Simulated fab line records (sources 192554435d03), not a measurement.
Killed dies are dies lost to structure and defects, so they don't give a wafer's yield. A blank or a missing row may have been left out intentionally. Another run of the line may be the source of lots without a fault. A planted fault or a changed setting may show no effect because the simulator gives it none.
Chamber matching :: flow n5Finfet :: N5_BEOL_M11_DEP_56 on pecvd-03 has 3 sister chambers
The step deposits SiCN from 3MS/NH3, target thk 30 nm, time 10.5 s. 3 wafers are shown with their chamber, then 12 later ones without.

## WAFERS WITH THEIR CHAMBER
wafer: L090.4
chamber: 1
throttleValvePct (%): 18.6

wafer: L090.5
chamber: 2
throttleValvePct (%): 15.9

wafer: L090.6
chamber: 0
throttleValvePct (%): 18.7

## WAFERS WHOSE CHAMBER IS MISSING
wafer: L093.2
throttleValvePct (%): 16.1

wafer: L093.3
throttleValvePct (%): 18.9

wafer: L093.6
throttleValvePct (%): 19.1

wafer: L095.2
throttleValvePct (%): 18.8

wafer: L095.4
throttleValvePct (%): 18.9

wafer: L095.5
throttleValvePct (%): 18.8

wafer: L097.3
throttleValvePct (%): 19.0

wafer: L097.4
throttleValvePct (%): 19.1

wafer: L097.6
throttleValvePct (%): 18.5

wafer: L096.1
throttleValvePct (%): 19.2

wafer: L096.4
throttleValvePct (%): 19.1

wafer: L096.6
throttleValvePct (%): 16.3

## WHICH CHAMBER EACH ONE RAN IN
wafer: L093.2
from the rows above: 2
in truth: 2

wafer: L093.3
from the rows above: can't be placed: 0 or 1
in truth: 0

wafer: L093.6
from the rows above: can't be placed: 0 or 1
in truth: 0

wafer: L095.2
from the rows above: can't be placed: 0 or 1
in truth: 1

wafer: L095.4
from the rows above: can't be placed: 0 or 1
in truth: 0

wafer: L095.5
from the rows above: can't be placed: 0 or 1
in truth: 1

wafer: L097.3
from the rows above: can't be placed: 0 or 1
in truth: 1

wafer: L097.4
from the rows above: can't be placed: 0 or 1
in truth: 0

wafer: L097.6
from the rows above: can't be placed: 1 or 0
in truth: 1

wafer: L096.1
from the rows above: can't be placed: 0 or 1
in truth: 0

wafer: L096.4
from the rows above: can't be placed: 0 or 1
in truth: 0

wafer: L096.6
from the rows above: 2
in truth: 2
Correct placement for 2 of the 12. Cannot be placed on the basis of these rows: 10; the candidates contain the true chamber in 10. Wrongly placed: 0.
How it was worked out, from the rows above alone: a wafer's distance from a chamber is the root of the sum, over the readings, of the square of ((its reading less the chamber's mean) divided by the reading's scatter). If the next closest chamber is less than 2 further off than the closest, the wafer can't be placed; otherwise it belongs to the closest. For every chamber, the mean is computed from those of its wafers that are shown. The scatter: with one shown wafer a chamber, the root of the mean of the squares of how far each hidden wafer lies from its nearest shown one.
